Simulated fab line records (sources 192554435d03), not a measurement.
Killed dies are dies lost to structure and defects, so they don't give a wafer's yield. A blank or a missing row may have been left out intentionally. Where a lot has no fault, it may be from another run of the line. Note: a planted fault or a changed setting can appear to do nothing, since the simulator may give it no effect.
Chamber matching || flow n5_finfet || N5_BEOL_M6_STRIP_19 on rie_diel-02: 4 sister chambers
The step strips in O2. 7 wafers are shown with their chamber, then 10 later ones without.

== WAFERS WITH THEIR CHAMBER ==
{"wafer": "L081.3", "chamber": 3, "throttle_valve_pct (%)": 16.36, "drypump_motor_current_A (A)": 5.6}
{"wafer": "L081.4", "chamber": 0, "throttle_valve_pct (%)": 16.48, "drypump_motor_current_A (A)": 6.0}
{"wafer": "L083.1", "chamber": 1, "throttle_valve_pct (%)": 17.14, "drypump_motor_current_A (A)": 5.5}
{"wafer": "L083.4", "chamber": 3, "throttle_valve_pct (%)": 16.36, "drypump_motor_current_A (A)": 5.5}
{"wafer": "L083.5", "chamber": 0, "throttle_valve_pct (%)": 16.50, "drypump_motor_current_A (A)": 6.0}
{"wafer": "L085.3", "chamber": 2, "throttle_valve_pct (%)": 16.33, "drypump_motor_current_A (A)": 6.2}
{"wafer": "L085.5", "chamber": 1, "throttle_valve_pct (%)": 17.14, "drypump_motor_current_A (A)": 5.5}

== WAFERS WITHOUT THEIR CHAMBER ==
{"wafer": "L085.6", "throttle_valve_pct (%)": 16.36, "drypump_motor_current_A (A)": 6.1}
{"wafer": "L087.1", "throttle_valve_pct (%)": 17.15, "drypump_motor_current_A (A)": 5.5}
{"wafer": "L087.2", "throttle_valve_pct (%)": 16.36, "drypump_motor_current_A (A)": 6.2}
{"wafer": "L087.5", "throttle_valve_pct (%)": 17.16, "drypump_motor_current_A (A)": 5.5}
{"wafer": "L092.2", "throttle_valve_pct (%)": 16.52, "drypump_motor_current_A (A)": 6.0}
{"wafer": "L092.3", "throttle_valve_pct (%)": 16.37, "drypump_motor_current_A (A)": 6.2}
{"wafer": "L092.6", "throttle_valve_pct (%)": 16.38, "drypump_motor_current_A (A)": 6.2}
{"wafer": "L096.3", "throttle_valve_pct (%)": 16.41, "drypump_motor_current_A (A)": 5.5}
{"wafer": "L096.4", "throttle_valve_pct (%)": 16.74, "drypump_motor_current_A (A)": 5.5}
{"wafer": "L096.5", "throttle_valve_pct (%)": 16.78, "drypump_motor_current_A (A)": 5.6}

== WHICH CHAMBER EACH ONE RAN IN ==
{"wafer": "L085.6", "from the rows above": 2, "in truth": 2}
{"wafer": "L087.1", "from the rows above": 1, "in truth": 1}
{"wafer": "L087.2", "from the rows above": 2, "in truth": 2}
{"wafer": "L087.5", "from the rows above": 1, "in truth": 1}
{"wafer": "L092.2", "from the rows above": 0, "in truth": 0}
{"wafer": "L092.3", "from the rows above": 2, "in truth": 2}
{"wafer": "L092.6", "from the rows above": 2, "in truth": 2}
{"wafer": "L096.3", "from the rows above": 3, "in truth": 3}
{"wafer": "L096.4", "from the rows above": 0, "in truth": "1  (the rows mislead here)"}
{"wafer": "L096.5", "from the rows above": 0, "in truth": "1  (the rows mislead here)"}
Placed correctly: 8 of 10. Not placeable from these rows: 0. 2 placed wrongly.
How it was worked out, from the rows above alone: a wafer's distance from a chamber is the root of the sum, over the readings, of the square of ((its reading less the chamber's mean) divided by the reading's scatter). If the next closest chamber is less than 2 further off than the closest, the wafer can't be placed; otherwise it belongs to the closest. Each chamber's mean is taken over the wafers shown for it. The scatter: take each reading less its chamber's mean, square it, sum over the shown wafers, divide by the number of wafers less the number of chambers, and take the root.
